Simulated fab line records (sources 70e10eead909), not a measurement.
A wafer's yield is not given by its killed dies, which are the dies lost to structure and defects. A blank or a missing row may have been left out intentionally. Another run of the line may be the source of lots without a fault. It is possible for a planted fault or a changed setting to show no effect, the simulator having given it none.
fab line records	flow nand_harc	part 1 of 2: steps 1 to 4 of 6
record: lots: 24	wafers: 72	last_day: 25
route steps=1159 shown A_CONTACT@857 A_BLC@990 A_M0@1025 A_M1@1039
lots that met no fault: from a run of the same line without faults
start_h: the number of hours between the record's first day and the start of the first shown wafer of the lot	wait_h: time in hours since the lot's previous step	" repeats the value in the row above	L1.1+2: one row covering several wafers at once	- value missing, or start not given	* or withheld: withheld	< > ~ a bound
route shown NAME@n: NAME is a module with steps in the file, n the number in the route of the first one	usual: average and standard deviation across the fault-free wafers	same: alike in all rows	chamber/n: place in a boat	sites: each site's reading	_std_site: the values' standard deviation	_edge_site: outer sites' mean less inner sites'	radius_mm: for every site, how far away it sits from the centre of the wafer	mask NAME#n: copy n	behind: the tool/chamber that last shaped the wafer	hold: what put the lot on hold/how long, in hours/how the hold closed	device: the n, p or np transistor that did not switch	end of line: tests run on the same wafers once the route is complete	step lacking rows: just its recipe	killed: dies lost to structure and defects at the first sort, not the wafer's yield	map: dies across one wafer; x = killed, . = not, _ = none there
set.NAME: the run value of the setting; set.NAME@STEP: its run value at that earlier step	model.NAME: the simulator's own value behind a step, which no gauge read
route steps across a sampled set of lots; one table per step, one row per wafer
services: from which hour (start_h, from the record's first day; less than 0 if before it) a tool's chamber was out of use, for how many hours, and why
== steps ==
step: NHARC_A_CONTACT_DESCUM_47
recipe: time_s: 3	o2_flow_sccm: 200	ar_flow_sccm: 0	bias_power_w: 0	chemistry: O2
usual: drypump_motor_current_A: 5.7/0.38	oes_product_au: 1.002/0.0077	rf_vpp_V: 57.9/0.88	showerhead_plenum_p_Torr: 1.93/0.074	throttle_valve_pct: 11.312/0.0086
same: bias_power_w: 0
lot.wafer	tool	chamber	start_h	wait_h	drypump_motor_current_A	oes_product_au	rf_hours_counter_h	rf_vpp_V	showerhead_plenum_p_Torr	throttle_valve_pct
L074.4	rie_diel-03	1	375.65	0.1	5.5	1.007	23	58.6	2.04	11.321
L074.5	"	3	"	"	6.4	1.006	-	56.9	1.98	11.320
L074.6	"	0	"	"	5.4	1.010	-	56.7	1.80	11.314
L078.2	rie_diel-03	2	377.64	0.1	5.4	0.995	27	58.5	1.98	11.306
L078.6	"	3	"	"	6.4	1.005	-	58.0	1.98	11.306
L078.5	"	0	"	"	5.4	0.998	-	57.4	1.80	11.307
L075.3	rie_diel-03	1	381.78	0.1	5.5	1.008	25	58.7	2.04	11.316
L075.6	"	0	"	"	5.4	1.004	-	56.3	1.80	11.308
L075.5	"	1	"	"	5.6	0.999	-	59.3	2.04	11.293
L076.1	rie_diel-11	1	388.28	0.1	5.5	0.991	3	57.9	1.95	11.327
L076.4	"	3	"	"	5.9	1.006	4	58.8	1.95	11.318
L076.6	"	0	"	"	5.3	1.011	-	57.2	1.90	11.308
L077.1	rie_diel-11	1	396.71	0.1	5.6	1.004	6	57.8	1.95	11.311
L077.3	"	2	"	"	6.0	0.998	7	58.5	2.04	11.302
L077.5	"	0	"	"	5.3	0.988	-	56.9	1.90	11.311
L079.2	rie_diel-03	1	402.07	0.1	5.5	0.994	0	57.5	2.04	11.300
L079.1	"	2	"	"	5.4	0.989	0	58.7	1.98	11.315
L079.6	"	1	"	"	5.5	1.004	-	58.4	2.04	11.318
L081.3	rie_diel-04	1	407.49	0.1	5.0	0.996	45	57.5	1.88	11.315
L081.4	"	3	"	"	6.2	1.017	44	59.5	1.92	11.305
L081.6	"	2	"	"	5.6	1.010	-	57.2	1.85	11.309
L080.2	rie_diel-03	3	414.24	0.1	6.3	1.006	1	58.8	1.98	11.321
L080.1	"	0	"	"	5.4	1.006	2	57.6	1.80	11.321
L080.3	"	2	"	"	5.3	0.991	1	57.8	1.98	11.309
L082.1	rie_diel-11	0	422.22	0.1	5.3	1.000	16	58.0	1.89	11.318
L082.4	"	1	"	"	5.6	1.004	16	57.4	1.94	11.303
L082.5	"	2	"	"	6.1	1.023	-	58.5	2.03	11.318
L084.1	rie_diel-03	2	428.13	0.1	5.3	0.996	4	58.0	1.98	11.307
L084.4	"	3	"	"	6.4	0.990	4	60.4	1.98	11.301
L084.5	"	2	"	"	5.4	0.993	-	58.7	1.98	11.325
L083.2	rie_diel-04	2	428.44	0.1	5.6	1.008	55	57.0	1.85	11.308
L083.4	"	3	"	"	6.1	1.007	53	59.1	1.91	11.298
L083.5	"	3	"	"	6.2	1.003	-	57.4	1.91	11.311
L088.4	rie_diel-03	0	457.38	0.1	5.4	0.989	9	56.1	1.80	11.306
L088.5	"	2	"	"	5.4	0.997	-	55.3	1.98	11.307
L088.6	"	3	"	"	6.3	0.998	-	57.2	1.97	11.320
L086.1	rie_diel-04	3	458.24	0.1	6.2	1.003	63	58.9	1.91	11.313
L086.3	"	0	"	"	6.0	1.011	63	58.9	1.94	11.296
L086.2	"	2	"	"	5.6	0.999	65	59.0	1.84	11.306
L087.4	rie_diel-11	1	461.70	0.1	5.5	1.006	26	57.6	1.94	11.316
L087.5	"	3	"	"	5.9	0.995	-	56.9	1.94	11.328
L087.6	"	0	"	"	5.3	1.007	-	57.3	1.89	11.327
L085.4	rie_diel-03	1	470.52	0.1	5.5	1.003	8	58.1	2.04	11.320
L085.6	"	0	"	"	5.4	0.991	-	56.2	1.79	11.322
L085.5	"	1	"	"	5.5	1.002	-	58.0	2.04	11.325
L090.2	rie_diel-11	1	471.71	0.1	5.5	1.011	30	57.6	1.94	11.297
L090.4	"	2	"	"	6.0	1.007	31	58.6	2.03	11.318
L090.5	"	1	"	"	5.5	1.009	-	58.3	1.94	11.311
L093.2	rie_diel-03	1	473.87	0.1	5.5	1.006	10	58.2	2.04	11.328
L093.1	"	2	"	"	5.4	0.995	12	57.7	1.98	11.317
L093.3	"	3	"	"	6.4	0.989	12	58.1	1.97	11.311
L091.2	rie_diel-03	0	482.76	0.1	5.4	1.007	14	57.1	1.79	11.304
L091.6	"	3	"	"	6.4	1.006	-	57.7	1.97	11.320
L091.4	"	2	"	"	5.4	0.989	-	58.4	1.98	11.304
L095.2	rie_diel-11	3	484.91	0.1	5.9	1.002	39	58.6	1.94	11.310
L095.4	"	1	"	"	5.5	1.008	38	58.2	1.94	11.321
L095.6	"	3	"	"	5.9	1.014	-	57.4	1.94	11.322
L092.2	rie_diel-03	3	490.90	0.1	6.3	0.994	16	58.7	1.97	11.312
L092.3	"	0	"	"	5.4	0.990	16	57.2	1.79	11.319
L092.6	"	0	"	"	5.4	0.993	-	57.2	1.79	11.305
L089.1	rie_diel-11	0	491.06	0.1	5.3	1.006	42	57.9	1.89	11.322
L089.3	"	2	"	"	6.0	1.002	40	59.1	2.02	11.296
L089.6	"	3	"	"	5.9	0.999	-	58.1	1.94	11.302
L094.4	rie_diel-04	1	496.23	0.1	5.0	1.013	8	58.4	1.87	11.307
L094.1	"	2	"	"	5.6	0.998	8	56.0	1.84	11.309
L094.6	"	0	"	"	6.0	1.008	-	57.3	1.94	11.299
L097.1	rie_diel-03	3	501.56	0.1	6.3	0.993	17	57.9	1.97	11.305
L097.2	"	1	"	"	5.6	0.998	14	59.5	2.03	11.301
L097.6	"	2	"	"	5.4	1.001	-	56.7	1.98	11.285
L096.2	rie_diel-04	2	505.31	0.1	5.6	1.000	12	57.9	1.84	11.333
L096.3	"	0	"	"	6.0	1.011	13	57.9	1.93	11.311
L096.5	"	2	"	"	5.6	1.002	-	56.7	1.84	11.305
step: NHARC_A_CONTACT_ETCH_90
recipe: target_depth_a: 400	over_etch_frac: 0.5	time_s: 85.7	ion_energy_ev: 120	ch3f_flow_sccm: 50	o2_flow_sccm: 30	ar_flow_sccm: 200	rf_w: 500	bias_w: 100	chemistry: CH3F/O2
usual: drypump_motor_current_A: 5.7/0.38	oes_product_au: 0.95/0.031	rf_vpp_V: 244.9/1.5	showerhead_plenum_p_Torr: 2.49/0.092	throttle_valve_pct: 20.663/0.0092
lot.wafer	tool	chamber	start_h	wait_h	drypump_motor_current_A	oes_product_au	rf_hours_counter_h	rf_vpp_V	showerhead_plenum_p_Torr	throttle_valve_pct
L074.4	rie_diel-03	0	378.71	0.5	5.4	0.93	27	242.9	2.32	20.668
L074.5	"	3	"	"	6.3	0.93	-	245.4	2.54	20.659
L074.6	"	0	"	"	5.4	0.93	-	242.0	2.32	20.648
L078.2	rie_diel-03	3	380.71	0.5	6.4	0.92	28	244.2	2.54	20.669
L078.6	"	3	"	"	6.3	0.93	-	244.4	2.54	20.668
L078.5	"	0	"	"	5.4	0.93	-	240.6	2.32	20.659
L075.3	rie_diel-03	1	384.88	0.4	5.6	0.93	26	247.3	2.62	20.666
L075.5	"	3	"	"	6.4	0.93	-	244.2	2.54	20.661
L075.6	"	0	"	"	5.4	0.93	-	242.9	2.32	20.660
L076.1	rie_diel-11	3	391.47	0.5	5.9	0.92	6	246.4	2.51	20.662
L076.4	"	0	"	"	5.3	0.93	5	243.7	2.44	20.677
L076.6	"	3	"	"	5.8	0.93	-	244.0	2.51	20.656
L077.1	rie_diel-04	3	399.74	0.5	6.2	0.93	42	245.2	2.46	20.656
L077.3	"	1	"	"	5.0	0.92	42	244.1	2.41	20.677
L077.5	"	3	"	"	6.2	0.93	-	244.5	2.46	20.660
L079.2	rie_diel-11	2	405.16	0.5	6.1	1.01	8	246.0	2.61	20.662
L079.1	"	3	"	"	5.9	1.01	9	245.3	2.51	20.664
L079.6	"	3	"	"	5.9	1.01	-	244.8	2.51	20.666
L081.3	rie_diel-11	1	410.64	0.5	5.5	0.99	11	246.3	2.50	20.681
L081.4	"	3	"	"	5.9	0.99	11	246.4	2.50	20.669
L081.6	"	1	"	"	5.5	1.00	-	244.3	2.50	20.655
L080.1	rie_diel-04	2	417.53	0.5	5.6	0.94	51	243.5	2.38	20.673
L080.2	"	3	"	"	6.2	0.93	50	246.2	2.46	20.656
L080.3	"	1	"	"	5.0	0.92	52	243.4	2.41	20.662
L082.1	rie_diel-03	0	425.26	0.5	5.4	0.99	4	243.1	2.31	20.661
L082.4	"	2	"	"	5.4	0.98	4	244.6	2.54	20.654
L082.5	"	1	"	"	5.5	0.99	-	247.3	2.61	20.660
L084.1	rie_diel-03	0	431.19	0.5	5.4	0.96	4	241.8	2.31	20.688
L084.4	"	1	"	"	5.5	0.94	2	246.9	2.61	20.664
L084.5	"	3	"	"	6.4	0.94	-	246.2	2.54	20.662
L083.2	rie_diel-03	1	431.54	0.5	5.5	1.01	2	247.0	2.61	20.659
L083.4	"	0	"	"	5.4	1.00	4	242.1	2.31	20.672
L083.5	"	1	"	"	5.5	0.99	-	247.2	2.61	20.673
L088.4	rie_diel-11	3	460.45	0.4	5.9	0.93	28	245.7	2.50	20.669
L088.5	"	3	"	"	5.9	0.93	-	244.4	2.50	20.657
L088.6	"	0	"	"	5.3	0.93	-	244.7	2.43	20.681
L086.3	rie_diel-03	0	461.33	0.4	5.4	0.99	9	243.4	2.31	20.659
L086.2	"	1	"	"	5.5	1.00	7	245.7	2.61	20.693
L086.1	"	3	"	"	6.3	1.00	9	245.4	2.53	20.646
L087.4	rie_diel-03	1	465.21	0.4	5.6	1.01	7	246.3	2.61	20.654
L087.5	"	2	"	"	5.4	0.99	-	245.4	2.54	20.668
L087.6	"	3	"	"	6.3	1.01	-	246.1	2.53	20.672
L085.4	rie_diel-03	3	473.78	0.4	6.3	0.93	12	246.0	2.53	20.663
L085.6	"	3	"	"	6.3	0.92	-	245.8	2.53	20.660
L085.5	"	0	"	"	5.4	0.93	-	243.3	2.31	20.676
L090.2	rie_diel-11	3	475.63	0.6	5.9	0.93	35	244.7	2.50	20.653
L090.4	"	0	"	"	5.3	0.92	36	243.7	2.43	20.664
L090.5	"	3	"	"	5.9	0.93	-	245.5	2.50	20.666
L093.2	rie_diel-03	3	477.47	0.5	6.3	0.92	13	247.4	2.53	20.673
L093.3	"	0	"	"	5.4	0.93	13	243.0	2.31	20.662
L093.1	"	2	"	"	5.4	0.93	12	244.8	2.54	20.667
L091.2	rie_diel-03	3	486.08	0.5	6.3	0.92	15	244.5	2.53	20.652
L091.4	"	0	"	"	5.4	0.92	15	242.8	2.31	20.682
L091.6	"	0	"	"	5.4	0.91	-	242.1	2.31	20.647
L095.4	rie_diel-11	1	488.09	0.4	5.5	0.92	39	245.0	2.49	20.662
L095.2	"	3	"	"	5.9	0.93	40	244.2	2.49	20.645
L095.6	"	2	"	"	6.1	0.94	-	246.3	2.60	20.663
L092.2	rie_diel-03	2	494.00	0.5	5.4	0.93	15	245.3	2.54	20.650
L092.3	"	3	"	"	6.3	0.93	16	245.5	2.53	20.672
L092.6	"	2	"	"	5.4	0.92	-	245.8	2.54	20.662
L089.3	rie_diel-11	2	494.19	0.4	6.1	0.94	41	245.8	2.60	20.661
L089.1	"	0	"	"	5.3	0.94	43	243.8	2.42	20.664
L089.6	"	2	"	"	6.0	0.94	-	246.1	2.60	20.660
L094.1	rie_diel-11	3	499.27	0.5	5.9	0.93	43	245.6	2.49	20.651
L094.4	"	0	"	"	5.3	0.93	45	243.7	2.42	20.659
L094.6	"	3	"	"	5.9	0.92	-	244.2	2.49	20.647
L097.1	rie_diel-11	1	504.62	0.5	5.5	0.93	44	245.3	2.48	20.656
L097.2	"	0	"	"	5.3	0.92	46	243.1	2.42	20.655
L097.6	"	1	"	"	5.5	0.94	-	244.1	2.48	20.666
L096.3	rie_diel-11	3	508.43	0.5	5.9	0.93	46	244.3	2.49	20.673
L096.2	"	1	"	"	5.5	0.94	45	243.8	2.48	20.653
L096.5	"	3	"	"	5.9	0.93	-	244.3	2.49	20.653
step: NHARC_A_CONTACT_ETCH_133
recipe: source_w: withheld	pressure_mtorr: 20	bias_v: 400	time_s: 195	target_depth_a: 8400	ar_flow_sccm: withheld	c4f8_flow_sccm: 11.5	o2_flow_sccm: 7.2	chemistry: C4F8/O2/Ar
lot.wafer	tool	chamber	start_h	wait_h	rf_hours_counter_h
L074.4	har_cap_etch-03	0	387.28	0.2	-
L074.5	"	1	"	"	-
L074.6	"	0	"	"	-
L078.2	har_cap_etch-01	0	387.91	0.1	59
L078.5	"	0	"	"	-
L078.6	"	1	"	"	-
L075.3	har_cap_etch-02	1	391.42	0.2	-
L075.6	"	0	"	"	-
L075.5	"	1	"	"	-
L076.1	har_cap_etch-03	1	398.12	0.1	85
L076.4	"	0	"	"	-
L076.6	"	0	"	"	-
L077.1	har_cap_etch-01	1	406.26	0.1	64
L077.3	"	1	"	"	-
L077.5	"	0	"	"	-
L079.2	har_cap_etch-03	0	411.32	0.1	88
L079.1	"	1	"	"	88
L079.6	"	0	"	"	-
L081.4	har_cap_etch-01	0	419.43	0.2	-
L081.3	"	1	"	"	-
L081.6	"	1	"	"	-
L080.2	har_cap_etch-02	0	424.75	0.1	19
L080.1	"	1	"	"	19
L080.3	"	0	"	"	-
L082.1	har_cap_etch-03	1	435.88	0.1	92
L082.4	"	0	"	"	-
L082.5	"	0	"	"	-
L084.1	har_cap_etch-02	1	438.33	0.1	21
L084.4	"	0	"	"	-
L084.5	"	1	"	"	-
L083.2	har_cap_etch-01	0	439.12	0.1	69
L083.4	"	1	"	"	-
L083.5	"	0	"	"	-
L088.4	har_cap_etch-03	1	466.89	0.2	-
L088.5	"	1	"	"	-
L088.6	"	0	"	"	-
L086.1	har_cap_etch-02	0	467.53	0.1	25
L086.2	"	1	"	"	25
L086.3	"	0	"	"	-
L087.4	har_cap_etch-03	0	473.74	0.2	-
L087.6	"	0	"	"	-
L087.5	"	1	"	"	-
L085.4	har_cap_etch-03	0	481.25	0.2	-
L085.6	"	0	"	"	-
L085.5	"	1	"	"	-
L090.2	har_cap_etch-01	1	484.49	0.1	75
L090.4	"	0	"	"	-
L090.5	"	0	"	"	-
L093.2	har_cap_etch-01	0	488.03	0.1	76
L093.1	"	1	"	"	76
L093.3	"	1	"	"	-
L091.2	har_cap_etch-03	1	497.21	0.1	103
L091.4	"	1	"	"	-
L091.6	"	1	"	"	-
L095.2	har_cap_etch-01	1	498.58	0.1	79
L095.4	"	1	"	"	-
L095.6	"	1	"	"	-
L092.2	har_cap_etch-02	1	504.33	0.1	32
L092.3	"	1	"	"	-
L092.6	"	0	"	"	-
L089.1	har_cap_etch-01	1	505.71	0.1	81
L089.3	"	0	"	"	-
L089.6	"	0	"	"	-
L094.1	har_cap_etch-01	1	509.35	0.1	83
L094.4	"	0	"	"	-
L094.6	"	1	"	"	-
L097.2	har_cap_etch-01	0	513.93	0.1	84
L097.1	"	1	"	"	84
L097.6	"	1	"	"	-
L096.2	har_cap_etch-03	0	515.75	0.1	107
L096.3	"	1	"	"	-
L096.5	"	0	"	"	-
step: NHARC_A_BLC_CMP_25
recipe: t_overpolish_s: 30	target_thk_nm: 150
usual: motor_current_A: 12.2/1.3	overpolish_run_s: 30.000/0.0088	slurry_filter_dp_kPa: 13.52/0.14	time_to_endpoint_s: 29.6/1.9
lot.wafer	tool	chamber	start_h	wait_h	motor_current_A	overpolish_run_s	slurry_filter_dp_kPa	time_to_endpoint_s
L074.4	cmp-03	0	405.00	0.4	13.2	29.990	13.40	32.0
L074.5	"	1	"	"	13.0	30.001	13.81	32.7
L074.6	"	2	"	"	11.2	29.982	13.51	31.2
L078.2	cmp-03	0	406.84	0.4	12.6	30.008	13.48	33.1
L078.5	"	3	"	"	14.9	29.998	13.50	29.4
L078.6	"	0	"	"	13.5	30.003	13.32	31.4
L075.3	cmp-03	3	407.53	0.3	14.1	29.998	13.58	30.2
L075.5	"	0	"	"	13.5	30.009	13.20	31.4
L075.6	"	1	"	"	13.3	29.989	13.66	32.4
L076.1	cmp-03	3	410.21	0.4	14.3	29.994	13.67	30.1
L076.4	"	0	"	"	12.9	30.013	13.63	33.3
L076.6	"	3	"	"	14.7	29.992	13.39	28.8
L077.3	cmp-04	2	426.67	0.4	11.6	30.000	13.30	31.4
L077.1	"	3	"	"	13.3	30.002	13.61	32.6
L077.5	"	1	"	"	11.1	29.977	13.49	32.0
L079.2	cmp-03	3	427.75	0.5	14.8	30.000	13.52	28.3
L079.1	"	0	"	"	13.4	29.996	13.34	28.5
L079.6	"	1	"	"	12.9	30.012	13.46	27.9
L081.3	cmp-03	2	432.17	0.3	12.1	30.004	13.47	29.0
L081.4	"	1	"	"	12.8	30.011	13.46	28.1
L081.6	"	3	"	"	14.1	29.984	13.53	29.6
L080.1	cmp-01	3	440.26	0.5	11.8	30.000	13.49	25.1
L080.3	"	0	"	"	10.3	30.004	13.60	27.5
L080.2	"	2	"	"	11.8	29.996	13.55	26.5
L082.4	cmp-01	0	459.17	0.2	10.2	30.002	13.38	28.2
L082.1	"	3	"	"	11.1	30.011	13.68	28.3
L082.5	"	1	"	"	13.3	29.996	13.65	28.9
L084.4	cmp-03	1	462.00	0.3	13.8	29.992	13.53	28.5
L084.1	"	3	"	"	14.6	29.995	13.88	30.1
L084.5	"	1	"	"	12.8	30.013	13.59	31.3
L083.2	cmp-04	1	462.46	0.4	11.3	30.009	13.91	28.0
L083.4	"	2	"	"	11.5	30.013	13.19	29.6
L083.5	"	0	"	"	11.3	30.004	13.66	29.7
L088.4	cmp-03	3	488.90	0.3	14.4	29.999	13.42	27.4
L088.6	"	3	"	"	14.3	30.004	13.37	26.5
L088.5	"	0	"	"	12.8	30.005	13.42	30.2
L086.3	cmp-04	0	497.86	0.3	11.5	29.999	13.50	27.3
L086.2	"	2	"	"	11.2	29.996	13.63	27.5
L086.1	"	3	"	"	13.1	30.013	13.33	28.5
L087.4	cmp-01	2	498.37	0.3	11.9	30.019	13.38	31.4
L087.5	"	3	"	"	11.6	30.002	13.88	30.8
L087.6	"	0	"	"	10.1	29.990	13.21	30.1
L085.4	cmp-03	1	503.37	0.4	13.6	29.997	13.49	30.4
L085.6	"	2	"	"	11.9	30.004	13.32	31.8
L085.5	"	3	"	"	14.8	29.989	13.46	27.6
L090.2	cmp-04	2	504.02	0.4	11.2	30.002	13.66	30.0
L090.4	"	1	"	"	11.1	30.000	13.55	30.3
L090.5	"	3	"	"	13.6	29.997	13.45	31.7
L093.2	cmp-01	0	506.05	0.5	10.1	29.999	13.78	28.1
L093.1	"	1	"	"	13.3	30.009	13.46	29.6
L093.3	"	3	"	"	10.4	29.996	13.36	28.5
L091.4	cmp-01	3	511.28	0.3	11.1	30.030	13.42	26.2
L091.2	"	1	"	"	12.8	29.992	13.61	28.9
L091.6	"	0	"	"	10.4	30.012	13.53	29.5
L095.4	cmp-01	3	513.57	0.3	11.2	29.989	13.45	29.9
L095.2	"	0	"	"	10.9	30.004	13.67	29.7
L095.6	"	0	"	"	10.5	29.986	13.56	29.3
L092.2	cmp-04	0	523.39	0.5	11.0	30.000	13.22	29.0
L092.3	"	2	"	"	11.1	30.006	13.46	26.9
L092.6	"	3	"	"	12.6	29.999	13.49	29.6
L089.1	cmp-03	0	523.79	0.4	12.7	29.989	13.55	29.9
L089.3	"	1	"	"	12.8	29.991	13.59	30.2
L089.6	"	0	"	"	13.1	30.017	13.42	31.4
L094.1	cmp-01	3	526.66	0.5	11.6	29.993	13.45	24.9
L094.4	"	1	"	"	13.9	29.992	13.44	27.4
L094.6	"	3	"	"	11.0	29.999	13.58	27.7
L097.1	cmp-01	1	531.45	0.4	13.8	29.996	13.78	30.9
L097.2	"	2	"	"	11.3	30.002	13.61	29.3
L097.6	"	3	"	"	11.5	29.996	13.67	28.6
L096.2	cmp-04	3	531.58	0.4	12.7	30.013	13.61	32.3
L096.3	"	1	"	"	11.0	30.004	13.64	32.4
L096.5	"	3	"	"	12.3	30.002	13.67	34.4
